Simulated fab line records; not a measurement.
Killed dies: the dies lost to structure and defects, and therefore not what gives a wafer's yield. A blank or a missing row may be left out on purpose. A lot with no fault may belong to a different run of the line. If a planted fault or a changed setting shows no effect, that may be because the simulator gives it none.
Which tool was responsible? ; flow nand_harc ; 24 lots with 72 wafers sampled at 6 steps, on a route of 1159 steps

WHAT THE GAUGES SHOWED, per wafer
No reading from a measuring or inspecting step in the record can be judged against a usual standard deviation.

WHICH TOOL RAN EACH LOT (tool, then ch and the chambers of the sampled wafers, then the start)
lot;NHARC_A_STAIRCASE_TRIM_16;NHARC_A_STAIRCASE_ETCH_17;NHARC_A_STAIRCASE_TRIM_24;NHARC_A_STAIRCASE_ETCH_25;NHARC_A_STAIRCASE_ETCH_199;NHARC_A_STAIRCASE_TRIM_202
L076;rie_diel-05 ch 0,1,2, no start;rie_diel-05 ch 1,2,3, no start;rie_diel-04 ch 0,1,2, no start;rie_diel-04 ch 1,2,3, no start;rie_diel-04 ch 0,1,3, no start;rie_diel-04 ch 1,2,3, no start
L075;rie_diel-04 ch 0,1,3, no start;rie_diel-04 ch 0,1,2, no start;rie_diel-04 ch 0,1,3, no start;rie_diel-04 ch 1,2,3, no start;rie_diel-06 ch 0,2,3, no start;rie_diel-06 ch 0,2,3, no start
L074;rie_diel-04 ch 0,1, no start;rie_diel-04 ch 0,1,2, no start;rie_diel-05 ch 0,1,2, no start;rie_diel-05 ch 0,1, no start;rie_diel-05 ch 0,1,2, no start;rie_diel-05 ch 1,2, no start
L078;rie_diel-06 ch 0,2,3, no start;rie_diel-06 ch 1,2, no start;rie_diel-06 ch 2,3, no start;rie_diel-06 ch 0,1, no start;rie_diel-06 ch 0,1,2, no start;rie_diel-06 ch 0,1,3, no start
L077;rie_diel-04 ch 2,3, no start;rie_diel-04 ch 0,1,3, no start;rie_diel-04 ch 1,3, no start;rie_diel-04 ch 0,1,2, no start;rie_diel-05 ch 0,1,2, no start;rie_diel-05 ch 0,1, no start
L079;rie_diel-06 ch 0,1,3, no start;rie_diel-06 ch 0,1, no start;rie_diel-06 ch 0,1,3, no start;rie_diel-06 ch 0,1,3, no start;rie_diel-04 ch 1,2, no start;rie_diel-04 ch 0,1, no start
L080;rie_diel-04 ch 1,2, no start;rie_diel-04 ch 0,2,3, no start;rie_diel-05 ch 0,1,3, no start;rie_diel-05 ch 0,1,3, no start;rie_diel-04 ch 1,3, no start;rie_diel-04 ch 0,1, no start
L082;rie_diel-05 ch 1,3, no start;rie_diel-05 ch 1,2,3, no start;rie_diel-06 ch 2,3, no start;rie_diel-06 ch 0,1,2, no start;rie_diel-05 ch 0,1, no start;rie_diel-05 ch 0,1, no start
L081;rie_diel-06 ch 0,3, no start;rie_diel-06 ch 0,1,2, no start;rie_diel-05 ch 0,3, no start;rie_diel-05 ch 0,1, no start;rie_diel-05 ch 0,2,3, no start;rie_diel-05 ch 0,1,2, no start
L084;rie_diel-06 ch 1,2,3, no start;rie_diel-06 ch 0,2,3, no start;rie_diel-05 ch 0,1, no start;rie_diel-05 ch 1,2, no start;rie_diel-06 ch 1,2, no start;rie_diel-06 ch 1,2, no start
L083;rie_diel-05 ch 1,2, no start;rie_diel-05 ch 0,1, no start;rie_diel-05 ch 0,1, no start;rie_diel-05 ch 0,1, no start;rie_diel-06 ch 1,2,3, no start;rie_diel-06 ch 1,2,3, no start
L085;rie_diel-04 ch 0,1,2, no start;rie_diel-04 ch 0,1,3, no start;rie_diel-04 ch 2,3, no start;rie_diel-04 ch 0,1,2, no start;rie_diel-04 ch 1,2,3, no start;rie_diel-04 ch 1,3, no start
L087;rie_diel-06 ch 1,2,3, no start;rie_diel-06 ch 0,2,3, no start;rie_diel-06 ch 0,2,3, no start;rie_diel-06 ch 0,2,3, no start;rie_diel-06 ch 0,1,2, no start;rie_diel-06 ch 0,2,3, no start
L088;rie_diel-04 ch 0,3, day 14 13:43 or earlier;rie_diel-04 ch 1,2,3, day 14 13:43 or earlier;rie_diel-06 ch 0,3, day 14 13:43 or earlier;rie_diel-06 ch 0,1,2, day 14 13:43 or earlier;rie_diel-04 ch 1,3, day 14 13:43 or earlier;rie_diel-05 ch 0,2, day 14 13:43
L086;rie_diel-05 ch 0,2, no start;rie_diel-05 ch 0,1, no start;rie_diel-04 ch 0,1,2, no start;rie_diel-04 ch 0,1,2, no start;rie_diel-04 ch 1,2,3, no start;rie_diel-04 ch 1,3, no start
L089;rie_diel-06 ch 0,3, no start;rie_diel-06 ch 1,2, no start;rie_diel-06 ch 1,2, no start;rie_diel-06 ch 1,3, no start;rie_diel-06 ch 0,2,3, no start;rie_diel-06 ch 1,2,3, no start
L091;rie_diel-06 ch 1,2,3, no start;rie_diel-06 ch 1,2,3, no start;rie_diel-04 ch 0,1,2, no start;rie_diel-04 ch 0,1,2, no start;rie_diel-04 ch 1,2,3, no start;rie_diel-04 ch 0,2,3, no start
L090;rie_diel-05 ch 0,3, no start;rie_diel-05 ch 1,2, no start;rie_diel-05 ch 0,1, no start;rie_diel-05 ch 1,2, no start;rie_diel-05 ch 2,3, no start;rie_diel-05 ch 1,2,3, no start
L094;rie_diel-06 ch 0,2,3, no start;rie_diel-06 ch 0,2,3, no start;rie_diel-06 ch 1,2, no start;rie_diel-06 ch 1,3, no start;rie_diel-04 ch 0,3, no start;rie_diel-04 ch 0,3, no start
L093;rie_diel-04 ch 0,1, no start;rie_diel-04 ch 2,3, no start;rie_diel-04 ch 0,2,3, no start;rie_diel-04 ch 0,2,3, no start;rie_diel-04 ch 0,2,3, no start;rie_diel-04 ch 2,3, no start
L092;rie_diel-06 ch 0,1,3, no start;rie_diel-06 ch 1,2,3, no start;rie_diel-05 ch 0,1,3, no start;rie_diel-05 ch 0,1,2, no start;rie_diel-06 ch 0,2,3, no start;rie_diel-06 ch 0,1,3, no start
L095;rie_diel-06 ch 0,1, no start;rie_diel-06 ch 1,2,3, no start;rie_diel-05 ch 0,1,3, no start;rie_diel-05 ch 0,3, no start;rie_diel-04 ch 1,2, no start;rie_diel-04 ch 0,1,3, no start
L096;rie_diel-04 ch 0,2, no start;rie_diel-04 ch 2,3, no start;rie_diel-04 ch 0,3, no start;rie_diel-04 ch 1,2, no start;rie_diel-04 ch 0,1,3, no start;rie_diel-04 ch 2,3, no start
L097;rie_diel-04 ch 0,3, no start;rie_diel-04 ch 2,3, no start;rie_diel-04 ch 0,1,2, no start;rie_diel-04 ch 0,1,3, no start;rie_diel-06 ch 1,2, no start;rie_diel-06 ch 0,1,2, no start
- NHARC_A_STAIRCASE_TRIM_16: chemistry O2, time 211.2 s.
- NHARC_A_STAIRCASE_ETCH_17: etches the open film in C4F8/O2, target depth 100 nm, time 40.5 s.
- NHARC_A_STAIRCASE_TRIM_24: chemistry O2, time 211.2 s.
- NHARC_A_STAIRCASE_ETCH_25: etches the open film in C4F8/O2, target depth 100 nm, time 40.5 s.
- NHARC_A_STAIRCASE_ETCH_199: etches the open film in C4F8/O2, target depth 100 nm, time 40.5 s.
- NHARC_A_STAIRCASE_TRIM_202: chemistry O2, time 211.2 s.

WHAT THE TOOLS THEMSELVES READ (means of the sampled wafers that have a number; where no wafer has one, the mark that the record gives instead)
NHARC_A_STAIRCASE_TRIM_16.
lot;tool;drypump_motor_current_A (A);oes_product_au (a.u.);rf_vpp_V (V);showerhead_plenum_p_Torr (Torr);throttle_valve_pct (%)
L076;rie_diel-05;5.61;1.001;58.0;3.53;17.037
L075;rie_diel-04;5.67;0.994;57.8;3.54;17.032
L074;rie_diel-04;5.86;0.989;58.0;3.67;17.039
L078;rie_diel-06;5.75;0.991;57.4;3.47;17.033
L077;rie_diel-04;5.34;0.995;58.1;3.42;17.040
L079;rie_diel-06;5.73;0.995;57.7;3.51;17.037
L080;rie_diel-04;5.70;0.991;58.8;3.68;17.036
L082;rie_diel-05;5.41;1.016;58.1;3.59;17.036
L081;rie_diel-06;5.64;0.985;58.1;3.56;17.033
L084;rie_diel-06;5.96;0.985;58.5;3.54;17.040
L083;rie_diel-05;5.53;1.009;58.3;3.56;17.029
L085;rie_diel-04;5.79;1.001;58.4;3.55;17.037
L087;rie_diel-06;5.97;0.989;57.5;3.54;17.038
L088;rie_diel-04;5.76;1.005;57.0;3.41;17.035
L086;rie_diel-05;5.69;1.003;57.5;3.58;17.031
L089;rie_diel-06;5.61;0.989;56.5;3.55;17.030
L091;rie_diel-06;5.94;0.980;57.0;3.53;17.036
L090;rie_diel-05;5.56;0.991;57.4;3.49;17.040
L094;rie_diel-06;5.74;0.995;57.5;3.45;17.042
L093;rie_diel-04;5.86;1.010;58.6;3.65;17.035
L092;rie_diel-06;5.75;0.987;57.7;3.50;17.042
L095;rie_diel-06;5.65;1.003;57.3;3.36;17.031
L096;rie_diel-04;5.69;0.993;58.3;3.44;17.033
L097;rie_diel-04;5.50;1.009;57.7;3.39;17.038

NHARC_A_STAIRCASE_ETCH_17.
lot;tool;oes_product_au (a.u.);rf_vpp_V (V)
L076;rie_diel-05;0.951;901
L075;rie_diel-04;0.931;898
L074;rie_diel-04;0.925;897
L078;rie_diel-06;0.938;893
L077;rie_diel-04;0.932;896
L079;rie_diel-06;0.937;894
L080;rie_diel-04;0.934;892
L082;rie_diel-05;0.946;901
L081;rie_diel-06;0.944;892
L084;rie_diel-06;0.946;894
L083;rie_diel-05;0.948;892
L085;rie_diel-04;0.951;897
L087;rie_diel-06;0.930;894
L088;rie_diel-04;0.941;896
L086;rie_diel-05;0.948;893
L089;rie_diel-06;0.928;893
L091;rie_diel-06;0.924;897
L090;rie_diel-05;0.964;899
L094;rie_diel-06;0.939;894
L093;rie_diel-04;0.944;891
L092;rie_diel-06;0.925;896
L095;rie_diel-06;0.922;896
L096;rie_diel-04;0.937;892
L097;rie_diel-04;0.944;892

NHARC_A_STAIRCASE_TRIM_24.
lot;tool;drypump_motor_current_A (A);oes_product_au (a.u.);rf_vpp_V (V);showerhead_plenum_p_Torr (Torr);throttle_valve_pct (%)
L076;rie_diel-04;5.78;0.990;58.3;3.57;17.047
L075;rie_diel-04;5.68;0.997;57.7;3.54;17.041
L074;rie_diel-05;5.59;0.996;58.5;3.53;17.034
L078;rie_diel-06;5.96;0.997;57.6;3.50;17.036
L077;rie_diel-04;5.61;0.994;58.4;3.65;17.032
L079;rie_diel-06;5.77;0.994;58.7;3.51;17.039
L080;rie_diel-05;5.49;0.993;58.4;3.55;17.042
L082;rie_diel-06;5.96;0.993;57.7;3.50;17.031
L081;rie_diel-05;5.46;0.991;58.3;3.65;17.037
L084;rie_diel-05;5.59;0.990;57.8;3.40;17.037
L083;rie_diel-05;5.58;1.001;57.3;3.40;17.039
L085;rie_diel-04;5.33;1.006;57.2;3.41;17.037
L087;rie_diel-06;5.76;0.993;57.9;3.46;17.037
L088;rie_diel-06;5.54;0.993;57.8;3.42;17.032
L086;rie_diel-04;5.78;1.001;58.3;3.55;17.037
L089;rie_diel-06;6.08;0.998;57.0;3.44;17.032
L091;rie_diel-04;5.79;1.000;57.4;3.55;17.031
L090;rie_diel-05;5.49;0.997;58.0;3.43;17.031
L094;rie_diel-06;6.08;0.990;57.4;3.48;17.045
L093;rie_diel-04;5.60;0.998;57.4;3.42;17.030
L092;rie_diel-05;5.48;1.004;57.9;3.53;17.041
L095;rie_diel-05;5.49;1.013;56.9;3.53;17.042
L096;rie_diel-04;5.76;1.005;57.5;3.40;17.037
L097;rie_diel-04;5.78;1.016;57.4;3.54;17.036

NHARC_A_STAIRCASE_ETCH_25.
lot;tool;oes_product_au (a.u.);rf_vpp_V (V)
L076;rie_diel-04;0.925;897
L075;rie_diel-04;0.935;897
L074;rie_diel-05;0.938;892
L078;rie_diel-06;0.929;894
L077;rie_diel-04;0.938;897
L079;rie_diel-06;0.939;895
L080;rie_diel-05;0.932;897
L082;rie_diel-06;0.941;892
L081;rie_diel-05;0.946;892
L084;rie_diel-05;0.945;897
L083;rie_diel-05;0.929;891
L085;rie_diel-04;0.940;896
L087;rie_diel-06;0.943;893
L088;rie_diel-06;0.930;891
L086;rie_diel-04;0.935;896
L089;rie_diel-06;0.920;901
L091;rie_diel-04;0.942;896
L090;rie_diel-05;0.947;897
L094;rie_diel-06;0.933;897
L093;rie_diel-04;0.945;892
L092;rie_diel-05;0.945;895
L095;rie_diel-05;0.948;895
L096;rie_diel-04;0.960;900
L097;rie_diel-04;0.950;895

NHARC_A_STAIRCASE_ETCH_199.
lot;tool;oes_product_au (a.u.);rf_vpp_V (V)
L076;rie_diel-04;0.933;897
L075;rie_diel-06;0.932;894
L074;rie_diel-05;0.956;896
L078;rie_diel-06;0.938;892
L077;rie_diel-05;0.934;896
L079;rie_diel-04;0.940;898
L080;rie_diel-04;0.955;895
L082;rie_diel-05;0.940;893
L081;rie_diel-05;0.943;899
L084;rie_diel-06;0.930;895
L083;rie_diel-06;0.937;896
L085;rie_diel-04;0.950;896
L087;rie_diel-06;0.927;891
L088;rie_diel-04;0.958;900
L086;rie_diel-04;0.944;896
L089;rie_diel-06;0.939;893
L091;rie_diel-04;0.954;897
L090;rie_diel-05;0.948;902
L094;rie_diel-04;0.937;891
L093;rie_diel-04;0.947;892
L092;rie_diel-06;0.925;893
L095;rie_diel-04;0.945;901
L096;rie_diel-04;0.950;895
L097;rie_diel-06;0.928;894

NHARC_A_STAIRCASE_TRIM_202.
lot;tool;drypump_motor_current_A (A);oes_product_au (a.u.);rf_vpp_V (V);showerhead_plenum_p_Torr (Torr);throttle_valve_pct (%)
L076;rie_diel-04;5.53;0.996;57.8;3.55;17.040
L075;rie_diel-06;5.74;0.991;57.3;3.47;17.035
L074;rie_diel-05;5.55;1.000;58.1;3.57;17.038
L078;rie_diel-06;5.75;0.994;58.1;3.51;17.036
L077;rie_diel-05;5.51;0.996;57.3;3.45;17.042
L079;rie_diel-04;5.94;0.985;57.7;3.55;17.035
L080;rie_diel-04;5.87;0.986;58.3;3.66;17.041
L082;rie_diel-05;5.51;1.000;58.1;3.45;17.038
L081;rie_diel-05;5.60;0.999;58.2;3.52;17.047
L084;rie_diel-06;6.06;0.982;58.0;3.44;17.045
L083;rie_diel-06;5.97;0.986;57.6;3.54;17.025
L085;rie_diel-04;5.43;1.010;57.1;3.51;17.044
L087;rie_diel-06;5.75;0.994;57.4;3.45;17.044
L088;rie_diel-05;5.72;1.002;59.0;3.58;17.032
L086;rie_diel-04;5.61;1.013;57.4;3.64;17.045
L089;rie_diel-06;5.98;0.981;58.3;3.53;17.039
L091;rie_diel-04;5.59;1.002;57.9;3.42;17.040
L090;rie_diel-05;5.52;1.004;57.8;3.65;17.034
L094;rie_diel-04;5.50;1.001;57.6;3.39;17.037
L093;rie_diel-04;5.34;1.000;57.5;3.41;17.041
L092;rie_diel-06;5.76;0.988;57.4;3.49;17.036
L095;rie_diel-04;5.68;1.000;58.2;3.52;17.039
L096;rie_diel-04;5.33;0.996;57.7;3.40;17.033
L097;rie_diel-06;5.84;0.990;56.4;3.39;17.046

THE ANSWER, worked out from the rows above alone
Rule: usual is defined by the lots themselves. Put in order of their means at a reading, lots are off if they are a third of the lots or fewer, leave a main group of 4 or more, and stand apart from it by a gap of 3 or more times the standard deviation of the main group's means; of several such gaps the widest counts. If all means in a main group match to the digits the tables above print for the reading, that group is not used. Also off: a lot with no number at a reading for which 4 or more lots have one. The other lots that the step has rows for count as sound. Order of review: gauges by route order, followed by the tools' own readings, for which a lot's mean as printed above is used. The first step at which some lot is off is used, and at that step the reading that is off furthest; a lot without a number counts as furthest.
None of the lots is off at any reading shown; this tells nothing.

WHAT THE SIMULATOR HAD INSERTED
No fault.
